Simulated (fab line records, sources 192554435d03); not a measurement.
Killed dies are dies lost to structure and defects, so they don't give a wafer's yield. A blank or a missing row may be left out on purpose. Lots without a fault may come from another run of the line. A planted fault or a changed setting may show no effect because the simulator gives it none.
fab line records | flow n5_finfet
record lots=10 wafers=29 last_day=18
route steps=1938 shown BEOL_M11@1552
lots that met no fault: from a run of the same line without faults
start_h: hours from the record's first day to the start of the lot's first wafer shown | wait_h: hours since the lot's step before | " the same as in the row above | L1.1+2: a row that stands for several wafers | - no value, or no start given | * or withheld: withheld | < > ~ a bound
route shown NAME@n: a module of which the file shows steps, and the number in the route of the first | usual: mean/standard deviation of fault-free wafers | same: alike in all rows | chamber/n: place in a boat | sites: the reading at each site | _std_site: their standard deviation | _edge_site: outer sites' mean less inner sites' | radius_mm: how far each site lies from the wafer's centre | mask NAME#n: copy n | behind: the tool/chamber that last shaped the wafer | hold: why the lot was held/for how many hours/how that ended | device: the transistor (n, p or np) that didn't switch | end of line: the same wafers' tests at the end of the route | a step without rows: its recipe alone | killed: dies lost to structure and defects at the first sort, not the wafer's yield | map: a wafer's dies, x killed, . not, _ none there
set.NAME: the setting as run; set.NAME@STEP: as run at that earlier step | model.NAME: the simulator's own value behind a step, which no gauge read
steps of the route over a sample of lots; a table a step, a row a wafer
services: from which hour (start_h, from the record's first day; less than 0 if before it) a tool's chamber was out of use, for how many hours, and why
## steps
# step N5_BEOL_M11_DESCUM_16
# recipe chemistry=O2 time_s=7.9 source_power_w=50 bias_power_w=20 pressure_mtorr=20 rf_frequency_hz=2.712e+07 temp_c=40 resist=CAR-ArF o2_flow_sccm=225
# usual drypump_motor_current_A=5.6/0.71 oes_product_au=0.76/0.085 rf_vpp_V=243.4/1.6 showerhead_plenum_p_Torr=2.10/0.081 throttle_valve_pct=20.53/0.24
# columns lot.wafer tool chamber start_h wait_h drypump_motor_current_A oes_product_au rf_hours_counter_h rf_vpp_V showerhead_plenum_p_Torr throttle_valve_pct
L968.1 rie_diel-06 2 214.66 0.0 6.5 0.90 11 243.3 2.05 20.02
L968.3 " 0 " " 6.4 0.82 78 244.9 2.20 20.12
L968.5 " 1 " " 5.4 0.72 - 242.8 2.08 20.51
L972.1 rie_diel-06 2 230.66 0.0 6.5 0.89 16 243.6 2.04 20.02
L972.3 " 1 " " 5.4 0.72 198 242.2 2.08 20.53
L972.5 " 3 " " 5.4 0.73 - 242.9 2.06 20.40
L973.1 rie_diel-05 1 236.66 0.8 6.7 0.72 181 242.8 1.98 20.50
L973.2 " 3 " " 4.9 0.89 38 244.7 2.22 20.46
L973.6 " 0 " " 6.7 0.68 - 239.2 1.97 20.76
L974.2 rie_diel-06 2 238.54 0.0 6.5 0.89 19 242.9 2.04 20.04
L974.3 " 0 " " 6.4 0.81 87 243.9 2.19 20.11
L974.4 " 1 " " 5.4 0.71 202 241.7 2.07 20.53
L976.2 rie_diel-01 1 241.32 0.4 5.2 0.67 247 243.5 2.13 20.33
L976.3 " 3 " " 4.7 0.68 247 242.4 2.08 20.90
L976.4 " 2 " " 5.6 0.74 171 241.4 2.09 20.74
L975.2 rie_diel-01 1 245.77 0.0 5.2 0.68 249 243.6 2.13 20.31
L975.3 " 2 " " 5.5 0.75 172 242.7 2.09 20.76
L975.5 " 2 " " 5.6 0.74 - 242.3 2.09 20.74
L978.1 rie_diel-01 3 254.50 0.7 4.7 0.69 252 240.9 2.07 20.92
L978.2 " 2 " " 5.6 0.74 176 242.6 2.09 20.75
L978.4 " 3 " " 4.7 0.68 - 244.0 2.08 20.92
L982.2 rie_diel-05 3 336.15 0.3 4.9 0.87 58 245.4 2.22 20.47
L982.3 " 2 " " 5.3 0.69 243 244.8 2.14 20.47
L982.5 " 2 " " 5.3 0.69 - 243.9 2.14 20.47
L988.3 rie_diel-05 1 352.59 0.0 6.7 0.69 204 240.6 1.97 20.54
L988.4 " 3 " " 4.9 0.85 62 245.1 2.21 20.49
L988.5 " 3 " " 4.9 0.85 - 246.1 2.21 20.47
L987.2 rie_diel-01 0 383.37 0.0 5.0 0.73 217 242.9 2.16 20.82
L987.6 " 1 " " 5.2 0.90 - 244.6 2.12 20.09
# step N5_BEOL_M11_ETCH_65
# recipe chemistry=CF4 target=SiARC target_depth_a=390 mask_material=CAR-ArF time_s=65 ion_energy_ev=80 pressure_mtorr=40 source_w=545 bias_w=36 Ar_flow_sccm=100 cf4_flow_sccm=100 ends=cleared
# usual drypump_motor_current_A=5.7/0.71 etch_rf_on_time_s=65.2/1.4 oes_product_au=0.66/0.078 rf_vpp_V=184.2/1.3 showerhead_plenum_p_Torr=2.15/0.077 throttle_valve_pct=15.69/0.24
# columns lot.wafer tool chamber start_h wait_h drypump_motor_current_A etch_rf_on_time_s oes_product_au rf_hours_counter_h rf_vpp_V showerhead_plenum_p_Torr throttle_valve_pct
L968.1 rie_diel-05 2 215.69 0.0 5.3 66.7 0.59 217 184.8 2.21 15.74
L968.3 " 1 " " 6.7 66.2 0.62 173 182.3 2.06 15.79
L968.5 " 3 " " 4.9 64.9 0.76 - 184.5 2.26 15.56
L972.1 rie_diel-01 3 231.78 0.0 4.7 65.3 0.59 243 183.5 2.11 15.95
L972.3 " 2 " " 5.6 67.2 0.63 167 184.4 2.14 15.88
L972.5 " 1 " " 5.2 63.9 0.58 - 184.0 2.20 15.72
L973.1 rie_diel-05 3 238.11 0.0 4.9 64.4 0.76 39 185.9 2.26 15.55
L973.2 " 1 " " 6.7 66.8 0.61 181 182.0 2.05 15.82
L973.6 " 3 " " 4.9 65.3 0.75 - 186.7 2.26 15.56
L974.2 rie_diel-05 1 239.79 0.0 6.7 66.4 0.61 182 183.3 2.05 15.81
L974.3 " 3 " " 4.9 64.5 0.76 40 184.7 2.26 15.56
L974.4 " 0 " " 6.7 64.0 0.59 227 183.3 2.04 16.06
L976.2 rie_diel-06 3 242.49 0.0 5.4 64.3 0.62 190 183.9 2.13 15.74
L976.3 " 2 " " 6.5 63.8 0.76 21 183.1 2.11 15.26
L976.4 " 0 " " 6.4 65.3 0.69 89 185.7 2.23 15.36
L975.2 rie_diel-05 0 246.64 0.0 6.7 63.7 0.59 230 183.1 2.03 16.08
L975.3 " 3 " " 4.9 64.5 0.75 43 185.3 2.26 15.57
L975.5 " 3 " " 4.9 65.2 0.74 - 186.3 2.26 15.56
L978.1 rie_diel-06 3 256.83 0.0 5.4 64.7 0.62 195 185.3 2.13 15.74
L978.2 " 0 " " 6.4 65.3 0.69 94 184.1 2.23 15.38
L978.4 " 1 " " 5.4 67.4 0.59 210 184.2 2.12 15.78
L982.2 rie_diel-01 2 337.45 0.0 5.6 67.1 0.61 200 183.9 2.13 15.96
L982.3 " 0 " " 5.0 65.2 0.62 207 184.8 2.22 16.02
L982.5 " 1 " " 5.2 62.4 0.81 - 185.7 2.20 15.33
L988.3 rie_diel-01 2 353.63 0.0 5.6 67.5 0.61 204 184.0 2.13 15.98
L988.4 " 3 " " 4.7 64.4 0.80 16 182.3 2.10 15.47
L988.5 " 1 " " 5.2 62.6 0.80 - 184.6 2.19 15.33
L987.2 rie_diel-06 2 385.43 0.0 6.5 64.5 0.70 61 184.1 2.09 15.33
L987.6 " 0 " " 6.4 47.6 0.79 - 185.8 2.22 15.44
# step N5_BEOL_M11_VIA_ETCH_34
# recipe chemistry=C4F6/O2 target=SiCOH_lowk target_depth_a=1845 mask_material=SOC taper_deg=4 time_s=69.2 ion_energy_ev=250 pressure_mtorr=30 source_w=345 bias_w=185 Ar_flow_sccm=300 C4F6_flow_sccm=10 O2_flow_sccm=10
# usual drypump_motor_current_A=5.7/0.71 oes_product_au=0.77/0.09 rf_vpp_V=665/11 showerhead_plenum_p_Torr=2.87/0.098 throttle_valve_pct=21.01/0.25
# columns lot.wafer tool chamber start_h wait_h drypump_motor_current_A oes_product_au rf_hours_counter_h rf_vpp_V showerhead_plenum_p_Torr throttle_valve_pct
L968.1 rie_diel-05 2 215.87 0.0 5.3 0.69 217 667 2.94 21.05
L968.3 " 1 " " 6.7 0.72 174 649 2.75 21.23
L968.5 " 3 " " 5.0 0.90 - 660 3.00 20.85
L972.1 rie_diel-01 3 231.96 0.0 4.7 0.69 243 670 2.80 21.21
L972.3 " 2 " " 5.5 0.74 167 687 2.85 21.19
L972.5 " 1 " " 5.2 0.67 - 673 2.93 20.96
L973.1 rie_diel-05 3 238.29 0.0 4.9 0.88 39 660 3.00 20.86
L973.2 " 1 " " 6.7 0.71 181 648 2.75 21.24
L973.6 " 3 " " 5.0 0.88 - 660 3.00 20.87
L974.2 rie_diel-05 1 239.96 0.0 6.7 0.70 182 649 2.75 21.24
L974.3 " 3 " " 5.0 0.88 40 657 3.00 20.87
L974.4 " 0 " " 6.7 0.69 227 673 2.72 21.43
L976.2 rie_diel-06 3 242.66 0.0 5.4 0.72 190 658 2.85 21.12
L976.3 " 2 " " 6.5 0.87 22 658 2.81 20.64
L976.4 " 0 " " 6.4 0.80 89 656 2.97 20.58
L975.2 rie_diel-05 0 246.82 0.0 6.7 0.69 230 672 2.72 21.43
L975.3 " 3 " " 5.0 0.87 43 660 3.00 20.86
L975.5 " 3 " " 5.0 0.87 - 660 3.00 20.86
L978.1 rie_diel-06 3 257.00 0.0 5.4 0.72 195 656 2.84 21.13
L978.2 " 0 " " 6.4 0.80 94 657 2.97 20.59
L978.4 " 1 " " 5.4 0.70 210 667 2.81 20.95
L982.2 rie_diel-01 2 337.63 0.0 5.6 0.71 200 688 2.83 21.26
L982.3 " 0 " " 5.0 0.73 207 693 2.92 21.17
L982.5 " 1 " " 5.2 0.92 - 672 2.92 20.71
L988.3 rie_diel-01 2 353.81 0.0 5.6 0.71 204 686 2.83 21.25
L988.4 " 3 " " 4.7 0.93 16 669 2.79 20.85
L988.5 " 1 " " 5.2 0.92 - 673 2.92 20.69
L987.2 rie_diel-06 2 385.60 0.0 6.5 0.82 61 659 2.79 20.71
L987.6 " 0 " " 6.4 0.77 - 657 2.95 20.64
# step N5_BEOL_M11_OCD_MEAS_38
# usual trench_depth_nm=148.2/2.8
# columns lot.wafer tool chamber start_h wait_h trench_depth_nm
L968.1 ocd-02 - 216.15 - 145.7
L968.3 " - " " 145.5
L968.5 " - " " 149.0
L972.1 ocd-01 - 232.24 - 146.8
L972.3 " - " " 145.4
L972.5 " - " " 149.1
L973.1 ocd-01 - 238.57 - 147.4
L973.2 " - " " 143.3
L973.6 " - " " 148.5
L974.2 ocd-02 - 240.25 - 145.5
L974.3 " - " " 151.3
L974.4 " - " " 151.0
L976.2 ocd-02 - 242.95 - 148.1
L976.3 " - " " 151.4
L976.4 " - " " 147.0
L975.2 ocd-02 - 247.10 - 152.1
L975.3 " - " " 150.0
L975.5 " - " " 149.2
L978.1 ocd-01 - 257.29 - 147.9
L978.2 " - " " 147.7
L978.4 " - " " 143.8
L982.2 ocd-02 - 337.91 - 144.8
L982.3 " - " " 149.7
L982.5 " - " " 153.3
L988.3 ocd-01 - 354.09 - 145.7
L988.4 " - " " 151.8
L988.5 " - " " 154.1
L987.2 ocd-01 - 385.89 - 148.7
L987.6 " - " " 147.6
## services
# columns tool chamber start_h hours kind
rie_diel-01 1 249.23 - clean
rie_diel-01 1 249.23 - consumable_replace:focus_ring
rie_diel-01 1 249.23 20.2 scheduled_down
rie_diel-01 1 249.23 20.2 vent_cycle
rie_diel-05 - 253.99 4.3 pm
rie_diel-01 3 269.48 - clean
rie_diel-01 3 269.48 - consumable_replace:focus_ring
rie_diel-05 - 284.08 2.4 repair
rie_diel-01 1 294.48 7.1 repair
rie_diel-05 - 295.14 2.8 pm
rie_diel-05 - 320.91 14.6 pm
rie_diel-05 0 348.78 2.5 repair
rie_diel-06 3 349.43 8.6 repair
rie_diel-05 0 357.79 - clean
rie_diel-05 0 357.79 - consumable_replace:focus_ring
rie_diel-05 0 357.79 - consumable_replace:showerhead
rie_diel-05 0 357.79 13.4 scheduled_down
rie_diel-05 0 357.79 13.4 vent_cycle
rie_diel-01 0 362.90 12.3 repair
rie_diel-05 1 368.33 8.1 repair
rie_diel-05 2 376.45 - clean
rie_diel-05 2 376.45 - consumable_replace:focus_ring
rie_diel-05 2 376.45 16.2 scheduled_down
rie_diel-05 2 376.45 16.2 vent_cycle
## key
first_sign step=N5_BEOL_M11_ETCH_65 reading=etch_rf_on_time_s direction=down sigmas=12 usual=* struck=*
effect none on later readings
met_at N5_BEOL_M11_ETCH_65
struck_lots L987
struck_wafers L987.6
not_acting_at N5_BEOL_M11_DESCUM_16,N5_BEOL_M11_VIA_ETCH_34,N5_BEOL_M11_OCD_MEAS_38
onset_between 256.83 385.43
fault kind=process_parameter_drift tool=rie_diel-06 chamber=- onset_h=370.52 steps=N5_BEOL_M11_ETCH_65 channel=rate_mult offset=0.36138 shape=step end_h=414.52 scope=struck_wafers_only
